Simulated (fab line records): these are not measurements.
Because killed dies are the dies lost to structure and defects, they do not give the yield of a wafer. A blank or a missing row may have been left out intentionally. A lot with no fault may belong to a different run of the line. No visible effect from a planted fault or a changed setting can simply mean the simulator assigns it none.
Which of the tools did it? | flow nand_harc | Sampling: 13 lots, 38 wafers, 4 of 1159 route steps

## WHAT THE GAUGES READ, wafer by wafer
The record holds no reading of a measuring or inspecting step that can be judged against a usual standard deviation.

## WHICH TOOL RAN EACH LOT (tool, then ch and the chambers of the sampled wafers, then the start)
lot  | NHARC_A_CHANNEL_HOLE_D1_ETCH_23  | NHARC_A_CHANNEL_HOLE_D1_ETCH_25  | NHARC_A_CHANNEL_HOLE_D1_ETCH_44    | NHARC_A_CHANNEL_FILL_D1_ALD_16
L800 | har_etch-02 ch 0,1, day 8 05:02  | har_etch-02 ch 0,1, day 8 06:32  | rie_diel-06 ch 0,1,2, day 8 08:13  | ald_hk-03 ch 1,2,3, day 9 03:17
L801 | har_etch-01 ch 0, day 8 18:22    | har_etch-01 ch 0, day 8 19:49    | rie_diel-01 ch 1,2, day 8 21:39    | ald_hk-01 ch 0,2, day 9 15:05
L811 | har_etch-02 ch 0,1, day 11 13:24 | har_etch-02 ch 0,1, day 11 14:53 | rie_diel-01 ch 1,2,3, day 11 16:36 | ald_hk-04 ch 0,1,2, day 12 06:00
L813 | har_etch-01 ch 0,1, day 11 21:14 | har_etch-01 ch 0,1, day 11 22:41 | rie_diel-06 ch 0,1,2, day 12 00:31 | ald_hk-04 ch 1,2, day 12 13:53
L816 | har_etch-01 ch 0,1, day 12 05:38 | har_etch-01 ch 0,1, day 12 07:06 | rie_diel-01 ch 0,1, day 12 08:55   | ald_hk-04 ch 1,3, day 12 22:16
L815 | har_etch-02 ch 0,1, day 12 06:06 | har_etch-02 ch 0,1, day 12 07:35 | rie_diel-06 ch 0,3, day 12 09:42   | ald_hk-04 ch 0,1,2, day 12 22:31
L819 | har_etch-01 ch 0,1, day 12 11:41 | har_etch-01 ch 0,1, day 12 13:13 | rie_diel-01 ch 1,2,3, day 12 14:46 | ald_hk-04 ch 2,3, day 13 04:10
L817 | har_etch-02 ch 0,1, day 12 12:08 | har_etch-02 ch 0,1, day 12 13:36 | rie_diel-06 ch 0,2,3, day 12 15:26 | ald_hk-03 ch 0,1,2, day 13 04:07
L818 | har_etch-01 ch 0,1, day 12 16:01 | har_etch-01 ch 0,1, day 12 17:29 | rie_diel-03 ch 1,2,3, day 12 19:19 | ald_hk-04 ch 0,1,2, day 13 08:45
L821 | har_etch-01 ch 0,1, day 13 15:08 | har_etch-01 ch 0,1, day 13 16:38 | rie_diel-06 ch 0,1,2, day 13 18:18 | ald_hk-01 ch 1,2,3, day 14 07:43
L822 | har_etch-02 ch 0,1, day 13 16:14 | har_etch-02 ch 0,1, day 13 17:42 | rie_diel-01 ch 0,1,2, day 13 19:31 | ald_hk-01 ch 0,1,2, day 14 07:51
L823 | har_etch-02 ch 0, day 13 22:11   | har_etch-02 ch 0, day 13 23:41   | rie_diel-06 ch 2,3, day 14 01:22   | ald_hk-01 ch 0,2,3, day 14 16:55
L820 | har_etch-02 ch 0,1, day 14 02:21 | har_etch-02 ch 0,1, day 14 03:52 | rie_diel-03 ch 0,1,3, day 14 05:34 | ald_hk-01 ch 0,3, day 14 16:45
- NHARC_A_CHANNEL_HOLE_D1_ETCH_23: etches the open film in C4F8/O2/Ar, time 819 s, target depth 1600 nm.
- NHARC_A_CHANNEL_HOLE_D1_ETCH_25: etches the open film in C4F8/O2/Ar, time 1040.2 s, target depth 1500 nm.
- NHARC_A_CHANNEL_HOLE_D1_ETCH_44: etches the open film in CF4/O2, target depth 140 nm, overetch 14 nm, time 77 s.
- NHARC_A_CHANNEL_FILL_D1_ALD_16: deposits SiO2, target thk 1.5 nm, pulse time 10 s, ald cycles 15.

## AS READ BY THE TOOLS THEMSELVES (means over the sampled wafers that have a number; for cases with no such wafer, the mark the record gives instead)
NHARC_A_CHANNEL_HOLE_D1_ETCH_23. Usual: drypump_motor_current_A 6.05 A, standard deviation 0.27; showerhead_plenum_p_Torr 3.70 Torr, standard deviation 0.081; throttle_valve_pct 32.156 %, standard deviation 0.0087.
lot  | tool        | drypump_motor_current_A (A) | showerhead_plenum_p_Torr (Torr) | throttle_valve_pct (%) | flag
L800 | har_etch-02 | 5.82                        | 3.66                            | 32.154                 |
L801 | har_etch-01 | 6.04                        | 3.82                            | 32.144                 |
L811 | har_etch-02 | 5.83                        | 3.64                            | 32.158                 |
L813 | har_etch-01 | 6.32                        | 3.75                            | 32.152                 |
L816 | har_etch-01 | 6.19                        | 3.77                            | 32.152                 |
L815 | har_etch-02 | 5.87                        | 3.61                            | 32.152                 |
L819 | har_etch-01 | 6.17                        | 3.77                            | 32.155                 |
L817 | har_etch-02 | 5.83                        | 3.63                            | 32.167                 |
L818 | har_etch-01 | 6.16                        | 3.77                            | 32.165                 |
L821 | har_etch-01 | 6.33                        | 3.74                            | 32.156                 |
L822 | har_etch-02 | 5.82                        | 3.63                            | 32.146                 |
L823 | har_etch-02 | 5.78                        | 3.65                            | 32.163                 |
L820 | har_etch-02 | 5.88                        | 3.60                            | 32.161                 |

NHARC_A_CHANNEL_HOLE_D1_ETCH_25. Usual: drypump_motor_current_A 6.05 A, standard deviation 0.26; showerhead_plenum_p_Torr 3.69 Torr, standard deviation 0.081; throttle_valve_pct 32.235 %, standard deviation 0.0091.
lot  | tool        | drypump_motor_current_A (A) | showerhead_plenum_p_Torr (Torr) | throttle_valve_pct (%) | flag
L800 | har_etch-02 | 5.82                        | 3.65                            | 32.239                 |
L801 | har_etch-01 | 5.99                        | 3.82                            | 32.232                 |
L811 | har_etch-02 | 5.82                        | 3.63                            | 32.235                 |
L813 | har_etch-01 | 6.34                        | 3.74                            | 32.243                 |
L816 | har_etch-01 | 6.18                        | 3.76                            | 32.245                 |
L815 | har_etch-02 | 5.87                        | 3.61                            | 32.239                 |
L819 | har_etch-01 | 6.16                        | 3.76                            | 32.241                 |
L817 | har_etch-02 | 5.83                        | 3.63                            | 32.223                 |
L818 | har_etch-01 | 6.18                        | 3.76                            | 32.223                 |
L821 | har_etch-01 | 6.33                        | 3.73                            | 32.234                 |
L822 | har_etch-02 | 5.83                        | 3.62                            | 32.233                 |
L823 | har_etch-02 | 5.77                        | 3.65                            | 32.234                 |
L820 | har_etch-02 | 5.88                        | 3.59                            | 32.236                 |

NHARC_A_CHANNEL_HOLE_D1_ETCH_44. Usual: value, then standard deviation, for each; drypump_motor_current_A 5.7 A / 0.39; oes_f_703_au 1.000 a.u. / 0.0047; oes_o_777_au 1.001 a.u. / 0.0042; oes_product_au 1.000 a.u. / 0.017; rf_vpp_V 198.2 V / 1.1; showerhead_plenum_p_Torr 1.35 Torr / 0.047; throttle_valve_pct 13.397 % / 0.0094.
lot  | tool        | drypump_motor_current_A (A) | oes_f_703_au (a.u.) | oes_o_777_au (a.u.) | oes_product_au (a.u.) | rf_vpp_V (V) | showerhead_plenum_p_Torr (Torr) | throttle_valve_pct (%) | flag
L800 | rie_diel-06 | 5.4                         | 1.000               | 0.996               | 0.995                 | 198.1        | 1.36                            | 13.400                 |
L801 | rie_diel-01 | 5.6                         | 0.998               | 1.002               | 0.991                 | 197.6        | 1.33                            | 13.402                 |
L811 | rie_diel-01 | 5.7                         | 0.998               | 0.998               | 0.998                 | 197.5        | 1.33                            | 13.402                 |
L813 | rie_diel-06 | 5.5                         | 0.996               | 1.005               | 1.004                 | 198.2        | 1.36                            | 13.394                 |
L816 | rie_diel-01 | 5.8                         | 1.001               | 1.000               | 0.983                 | 198.1        | 1.37                            | 13.406                 |
L815 | rie_diel-06 | 5.5                         | 0.996               | 1.002               | 1.009                 | 198.3        | 1.36                            | 13.400                 |
L819 | rie_diel-01 | 5.7                         | 1.001               | 1.000               | 1.002                 | 197.8        | 1.33                            | 13.396                 |
L817 | rie_diel-06 | 5.5                         | 1.000               | 1.002               | 1.015                 | 198.3        | 1.37                            | 13.396                 |
L818 | rie_diel-03 | 5.3                         | 0.999               | 1.003               | 0.990                 | 198.0        | 1.34                            | 13.401                 |
L821 | rie_diel-06 | 5.4                         | 1.000               | 1.000               | 1.003                 | 198.2        | 1.36                            | 13.402                 |
L822 | rie_diel-01 | 5.9                         | 0.999               | 1.001               | 0.998                 | 197.9        | 1.37                            | 13.400                 |
L823 | rie_diel-06 | 5.3                         | 1.002               | 0.998               | 1.022                 | 198.4        | 1.38                            | 13.398                 |
L820 | rie_diel-03 | 5.5                         | 0.998               | 1.000               | 0.998                 | 198.2        | 1.36                            | 13.400                 |

NHARC_A_CHANNEL_FILL_D1_ALD_16. Usual: heater_power_w 474 W, standard deviation 52; precursor_pulse_height_rel 0.998, standard deviation 0.021.
lot  | tool      | heater_power_w (W) | precursor_pulse_height_rel | flag
L800 | ald_hk-03 | 454                | 0.993                      |
L801 | ald_hk-01 | 439                | 1.009                      |
L811 | ald_hk-04 | 512                | 0.993                      |
L813 | ald_hk-04 | 561                | 1.009                      |
L816 | ald_hk-04 | 460                | 0.982                      |
L815 | ald_hk-04 | 512                | 1.006                      |
L819 | ald_hk-04 | 537                | 1.006                      |
L817 | ald_hk-03 | 424                | 0.984                      |
L818 | ald_hk-04 | 511                | 0.991                      |
L821 | ald_hk-01 | 474                | 1.009                      |
L822 | ald_hk-01 | 459                | 0.997                      |
L823 | ald_hk-01 | 443                | 1.001                      |
L820 | ald_hk-01 | 442                | 1.014                      |

## THE ANSWER, worked out from the rows above alone
Rule: a lot is off if the mean of its wafers that have a number lies more than 3 standard deviations from the usual mean. A lot without any number at a reading at which 4 lots or more have one is off too. Where the step has rows for the other lots, those lots are counted as sound. After the gauges, taken in route order, come the tools' own readings; for these a lot's mean is taken, as printed above. At the first step where some lot is off, the reading lying furthest off is the one used; lots without a number count as furthest.
Across all readings shown, no lot is off: no conclusion can be drawn from this.

## WHAT THE SIMULATOR PUT IN
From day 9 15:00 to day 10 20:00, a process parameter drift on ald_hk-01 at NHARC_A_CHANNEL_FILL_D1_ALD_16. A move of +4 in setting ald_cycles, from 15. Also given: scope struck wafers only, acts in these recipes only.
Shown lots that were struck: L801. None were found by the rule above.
